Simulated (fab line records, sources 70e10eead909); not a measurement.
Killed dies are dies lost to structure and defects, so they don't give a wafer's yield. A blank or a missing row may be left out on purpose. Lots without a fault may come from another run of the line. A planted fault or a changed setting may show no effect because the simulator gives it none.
A struck lot beside a sound one | flow nand_harc | 15 steps out of a route of 1302
Sound: wafers L568.1, L568.3, L568.4. Struck: wafers L574.1, L574.6. (L574.4 of the same lot was not struck and is left out.) The cause comes at the end.
At each step with rows: each side's tool, then ch and its chambers, then its first start. Under that, the readings that differ: sound wafers | struck wafers | difference of the means | sigmas: that difference in standard deviations of wafers without a fault.
alike: readings whose means differ by less than 2 such deviations, and words and numbers that are the same on both sides. not compared: withheld readings, readings that some wafer has no value for, bounds like >300 that may hide the same value, and numbers for which the record gives no deviation and whose values overlap.
The two part at a step that has a row with sigmas, a row that says differs or no value, or rows on one side only. Numbers that don't overlap but have no deviation are shown without sigmas and don't part them. A reading that every wafer of one side lacks parts them only if that side has two wafers or more.

NHARC_P_GATE_DESCUM_31: chemistry O2, time 3 s.
  sound on rie_diel-01 ch 0,1,2, day 8 06:01; struck on rie_diel-11 ch 1,2, day 11 05:24
  alike: drypump_motor_current_A, oes_product_au, rf_vpp_V, showerhead_plenum_p_Torr, throttle_valve_pct
  not compared: rf_hours_counter_h
NHARC_P_GATE_ETCH_104: etches the open film in CF4/CHF3, target depth 60 nm.
  sound on rie_diel-01 ch 0,1,3, day 8 06:06; struck on rie_diel-11 ch 3, day 11 05:29
  reading                         | sound             | struck      | difference | sigmas
  rf_vpp_V (V)                    | 374.4 373.0 372.9 | 369.5 368.3 | -4.5       | -2
  showerhead_plenum_p_Torr (Torr) | 1.67 1.66 1.66    | 1.52 1.52   | -0.14      | -2
  alike: drypump_motor_current_A, oes_product_au, throttle_valve_pct
then, 2 steps without rows for these wafers: NHARC_P_GATE_HM_OPEN_105 (chemistry O2/COS, target depth 360 nm); NHARC_P_GATE_STRIP_106 (strips in O2/COS).
NHARC_P_GATE_ETCH_114: etches the open film in CF4/O2, target depth 30 nm, overetch 3 nm, time 16.5 s.
  sound on rie_diel-01 ch 0,1,3; struck on rie_diel-11 ch 0
  alike: drypump_motor_current_A, oes_product_au, rf_vpp_V, showerhead_plenum_p_Torr, throttle_valve_pct
  not compared: rf_hours_counter_h
then, 1 step without rows for these wafers: NHARC_P_GATE_ETCH_32 (etches the open film in HBr/Cl2, target depth 150 nm, time 100.1 s).
NHARC_P_GATE_STRIP_108: strips in O2.
  sound on rie_diel-11 ch 0,2,3, day 8 06:41; struck on rie_diel-11 ch 0,1, day 11 06:02
  alike: drypump_motor_current_A, oes_product_au, rf_vpp_V, showerhead_plenum_p_Torr, throttle_valve_pct
  not compared: rf_hours_counter_h
NHARC_P_GATE_CD_MEAS_33:
  sound on cd_sem-03, day 8 06:50; struck on cd_sem-01, day 11 06:11
  reading    | sound             | struck      | difference | sigmas
  cd_nm (nm) | 121.4 121.3 122.1 | 117.7 117.7 | -3.9       | -2
then, 4 steps without rows for these wafers: NHARC_P_GATE_STRIP_35 (strips in SPM, time 600 s); NHARC_P_GATE_PRECLEAN_73 (cleans in SC1); NHARC_P_GATE_SRD_74; NHARC_P_GATE_ALD_36 (deposits SiNx, target thk 20 nm, pulse time 60 s, ald cycles 223).
NHARC_P_GATE_ETCHBACK_37: etches the open film in CHF3/O2, target depth 34.5 nm, time 17.2 s.
  sound on rie_diel-01 ch 0,1,3, day 8 16:48; struck on rie_diel-01 ch 0,2, day 11 16:11
  reading               | sound          | struck    | difference | sigmas
  oes_product_au (a.u.) | 0.92 0.92 0.92 | 0.99 0.99 | +0.07      | +2
  run_length_s (s)      | 38.7 37.9 38.6 | 60.2 59.4 | +21.4      | +44
  alike: drypump_motor_current_A, rf_vpp_V, showerhead_plenum_p_Torr, throttle_valve_pct
  not compared: rf_hours_counter_h
NHARC_P_GATE_STRIP_101: strips in O2, time 20 s.
  sound on rie_diel-01 ch 0,1,3, day 8 16:53; struck on rie_diel-01 ch 0, day 11 16:17
  alike: drypump_motor_current_A, oes_product_au, rf_vpp_V, showerhead_plenum_p_Torr, throttle_valve_pct
  not compared: rf_hours_counter_h
-- the record jumps here: 19 days lie between the struck wafers' starts before and after (it left off in module P_GATE and takes up again in module END, whose first step shown is number 1302 of the route) --
NHARC_END_SORT_01:
  the record has rows for the struck wafers here (prober-01 ch 0, day 30 15:34) and none for the sound ones

WHERE THEY PART
First at NHARC_P_GATE_ETCH_104; last, within this record, at NHARC_END_SORT_01.

WHY: what the simulator had put in
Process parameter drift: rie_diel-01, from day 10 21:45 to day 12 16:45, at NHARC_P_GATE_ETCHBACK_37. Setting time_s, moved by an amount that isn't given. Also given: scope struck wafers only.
